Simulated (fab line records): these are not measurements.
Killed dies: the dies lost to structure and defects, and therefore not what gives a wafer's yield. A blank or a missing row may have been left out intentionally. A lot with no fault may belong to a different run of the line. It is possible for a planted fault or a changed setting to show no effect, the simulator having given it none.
Split-lot experiment :: flow n5-finfet :: 39 wafers read from 7 lots, route of 1938 steps

## ON THE SPLIT
At N5_MOL_CONTACT_COAG_VIA_ETCH_117 (etches SiO2 in C4F6/O2, target depth 40 nm, overetch 8 nm, time 26 s), the setting bias-w was moved away from the recipe's 455 W on 18 of the 39 wafers read, by +5.8% to +18.3%. The other wafers ran this setting at the recipe's value.

The reading comes from the split's own step.

## THE READING
rf-vpp-V, in V, at N5_MOL_CONTACT_COAG_VIA_ETCH_117 (etches SiO2 in C4F6/O2, target depth 40 nm, overetch 8 nm, time 26 s). Fault-free wafers of this fab line usually give 1585 V, standard deviation 26 V.

wafer: L081.1
tool, chamber at the split: rie-diel-01, 3
bias-w as run, W: 481.3
against the recipe: +5.8%
rf-vpp-V, V: 1686
against lot-mates on the recipe: +78

wafer: L081.2
tool, chamber at the split: rie-diel-01, 1
bias-w as run, W: 455
against the recipe: recipe
rf-vpp-V, V: 1594
against lot-mates on the recipe: -

wafer: L081.3
tool, chamber at the split: rie-diel-01, 0
bias-w as run, W: 481.3
against the recipe: +5.8%
rf-vpp-V, V: 1640
against lot-mates on the recipe: +32

wafer: L081.4
tool, chamber at the split: rie-diel-01, 2
bias-w as run, W: 481.3
against the recipe: +5.8%
rf-vpp-V, V: 1701
against lot-mates on the recipe: +93

wafer: L081.5
tool, chamber at the split: rie-diel-01, 1
bias-w as run, W: 455
against the recipe: recipe
rf-vpp-V, V: 1596
against lot-mates on the recipe: -

wafer: L081.6
tool, chamber at the split: rie-diel-01, 2
bias-w as run, W: 455
against the recipe: recipe
rf-vpp-V, V: 1634
against lot-mates on the recipe: -

wafer: L082.1
tool, chamber at the split: rie-diel-02, 2
bias-w as run, W: 455
against the recipe: recipe
rf-vpp-V, V: 1553
against lot-mates on the recipe: -

wafer: L082.2
tool, chamber at the split: rie-diel-02, 1
bias-w as run, W: 524.9
against the recipe: +15.4%
rf-vpp-V, V: 1743
against lot-mates on the recipe: +159

wafer: L082.3
tool, chamber at the split: rie-diel-02, 0
bias-w as run, W: 455
against the recipe: recipe
rf-vpp-V, V: 1574
against lot-mates on the recipe: -

wafer: L082.4
tool, chamber at the split: rie-diel-02, 3
bias-w as run, W: 524.9
against the recipe: +15.4%
rf-vpp-V, V: 1805
against lot-mates on the recipe: +221

wafer: L082.5
tool, chamber at the split: rie-diel-02, 2
bias-w as run, W: 524.9
against the recipe: +15.4%
rf-vpp-V, V: 1729
against lot-mates on the recipe: +145

wafer: L082.6
tool, chamber at the split: rie-diel-02, 3
bias-w as run, W: 455
against the recipe: recipe
rf-vpp-V, V: 1625
against lot-mates on the recipe: -

wafer: L083.1
tool, chamber at the split: rie-diel-04, 2
bias-w as run, W: 455
against the recipe: recipe
rf-vpp-V, V: 1580
against lot-mates on the recipe: -

wafer: L083.2
tool, chamber at the split: rie-diel-04, 3
bias-w as run, W: 495.8
against the recipe: +9.0%
rf-vpp-V, V: 1699
against lot-mates on the recipe: +130

wafer: L083.3
tool, chamber at the split: rie-diel-04, 1
bias-w as run, W: 455
against the recipe: recipe
rf-vpp-V, V: 1565
against lot-mates on the recipe: -

wafer: L083.4
tool, chamber at the split: rie-diel-04, 0
bias-w as run, W: 495.8
against the recipe: +9.0%
rf-vpp-V, V: 1665
against lot-mates on the recipe: +96

wafer: L083.5
tool, chamber at the split: rie-diel-04, 3
bias-w as run, W: 495.8
against the recipe: +9.0%
rf-vpp-V, V: 1699
against lot-mates on the recipe: +130

wafer: L083.6
tool, chamber at the split: rie-diel-04, 0
bias-w as run, W: 455
against the recipe: recipe
rf-vpp-V, V: 1562
against lot-mates on the recipe: -

wafer: L086.4
tool, chamber at the split: rie-diel-02, 3
bias-w as run, W: 455
against the recipe: recipe
rf-vpp-V, V: 1624
against lot-mates on the recipe: -

wafer: L086.5
tool, chamber at the split: rie-diel-02, 0
bias-w as run, W: 455
against the recipe: recipe
rf-vpp-V, V: 1574
against lot-mates on the recipe: -

wafer: L086.6
tool, chamber at the split: rie-diel-02, 3
bias-w as run, W: 455
against the recipe: recipe
rf-vpp-V, V: 1625
against lot-mates on the recipe: -

wafer: L089.1
tool, chamber at the split: rie-diel-02, 3
bias-w as run, W: 455
against the recipe: recipe
rf-vpp-V, V: 1625
against lot-mates on the recipe: -

wafer: L089.2
tool, chamber at the split: rie-diel-02, 1
bias-w as run, W: 455
against the recipe: recipe
rf-vpp-V, V: 1568
against lot-mates on the recipe: -

wafer: L089.3
tool, chamber at the split: rie-diel-02, 0
bias-w as run, W: 522
against the recipe: +14.7%
rf-vpp-V, V: 1743
against lot-mates on the recipe: +161

wafer: L089.4
tool, chamber at the split: rie-diel-02, 2
bias-w as run, W: 522
against the recipe: +14.7%
rf-vpp-V, V: 1720
against lot-mates on the recipe: +138

wafer: L089.5
tool, chamber at the split: rie-diel-02, 2
bias-w as run, W: 455
against the recipe: recipe
rf-vpp-V, V: 1552
against lot-mates on the recipe: -

wafer: L089.6
tool, chamber at the split: rie-diel-02, 1
bias-w as run, W: 522
against the recipe: +14.7%
rf-vpp-V, V: 1735
against lot-mates on the recipe: +153

wafer: L094.1
tool, chamber at the split: rie-diel-01, 0
bias-w as run, W: 538.1
against the recipe: +18.3%
rf-vpp-V, V: 1780
against lot-mates on the recipe: +179

wafer: L094.2
tool, chamber at the split: rie-diel-01, 1
bias-w as run, W: 455
against the recipe: recipe
rf-vpp-V, V: 1594
against lot-mates on the recipe: -

wafer: L094.3
tool, chamber at the split: rie-diel-01, 3
bias-w as run, W: 455
against the recipe: recipe
rf-vpp-V, V: 1614
against lot-mates on the recipe: -

wafer: L094.4
tool, chamber at the split: rie-diel-01, 2
bias-w as run, W: 538.1
against the recipe: +18.3%
rf-vpp-V, V: 1846
against lot-mates on the recipe: +245

wafer: L094.5
tool, chamber at the split: rie-diel-01, 1
bias-w as run, W: 455
against the recipe: recipe
rf-vpp-V, V: 1594
against lot-mates on the recipe: -

wafer: L094.6
tool, chamber at the split: rie-diel-01, 0
bias-w as run, W: 538.1
against the recipe: +18.3%
rf-vpp-V, V: 1779
against lot-mates on the recipe: +178

wafer: L096.1
tool, chamber at the split: rie-diel-02, 0
bias-w as run, W: 482
against the recipe: +5.9%
rf-vpp-V, V: 1642
against lot-mates on the recipe: +37

wafer: L096.2
tool, chamber at the split: rie-diel-02, 1
bias-w as run, W: 482
against the recipe: +5.9%
rf-vpp-V, V: 1634
against lot-mates on the recipe: +29

wafer: L096.3
tool, chamber at the split: rie-diel-02, 3
bias-w as run, W: 455
against the recipe: recipe
rf-vpp-V, V: 1623
against lot-mates on the recipe: -

wafer: L096.4
tool, chamber at the split: rie-diel-02, 0
bias-w as run, W: 482
against the recipe: +5.9%
rf-vpp-V, V: 1642
against lot-mates on the recipe: +37

wafer: L096.5
tool, chamber at the split: rie-diel-02, 3
bias-w as run, W: 455
against the recipe: recipe
rf-vpp-V, V: 1625
against lot-mates on the recipe: -

wafer: L096.6
tool, chamber at the split: rie-diel-02, 1
bias-w as run, W: 455
against the recipe: recipe
rf-vpp-V, V: 1567
against lot-mates on the recipe: -

FIT RESULTS
A straight line over all 39 wafers: rf-vpp-V changes by +10.7 V for each +1% of bias-w; r = +0.93; the points scatter about the line by 28 V.
The same after taking each lot's own level away (the mean of its wafers on the recipe; 39 wafers): +11 V for each +1%; r = +0.94; scatter 26 V.
According to that fit, moving bias-w by its largest amount changes the reading by 2e+02 V.
The span of the lots' own levels, 1569.0 to 1608.0 V, comes to 1.5 times the standard deviation stated above.
Consequently the slope shifts little with the lot-to-lot level, the two slopes agreeing.
Check: +203 V against its lot-mates is what the line predicts for one of the wafers moved furthest among these (+18.3%) when that wafer is left out of the fit. Against them it came out at +179 V.
Tool readings at the split's step, against how far the setting was moved: rf-vpp-V r = +0.93.

## ADDITIONAL SPLITS CARRIED BY THESE WAFERS
These wafers also went through other splits before the reading. Each is held against what the fit with the lots' levels taken away leaves over:
other split on the same wafers: N5_SD_EPI_N_EPI_21 epi-growth-time-s
wafers away from the commonest value: 15
r with rf-vpp-V (lot level and that fit taken away): +0.14

other split on the same wafers: N5_HKMG_FIN_ETCH_58 bias-w
wafers away from the commonest value: 15
r with rf-vpp-V (lot level and that fit taken away): -0.17

other split on the same wafers: N5_HKMG_FIN_EXPOSE_09 dose-mj
wafers away from the commonest value: 15
r with rf-vpp-V (lot level and that fit taken away): -0.13

other split on the same wafers: N5_HKMG_FIN_ETCH_31 bias-w
wafers away from the commonest value: 9
r with rf-vpp-V (lot level and that fit taken away): +0.14

other split on the same wafers: N5_MOL_CONTACT_COAG_IMPLANT_129 energy-kev
wafers away from the commonest value: 9
r with rf-vpp-V (lot level and that fit taken away): -0.08

## THE FILE'S OWN FIT
rf-vpp-V changes by +11 V for each +1% of bias-w, r = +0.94.
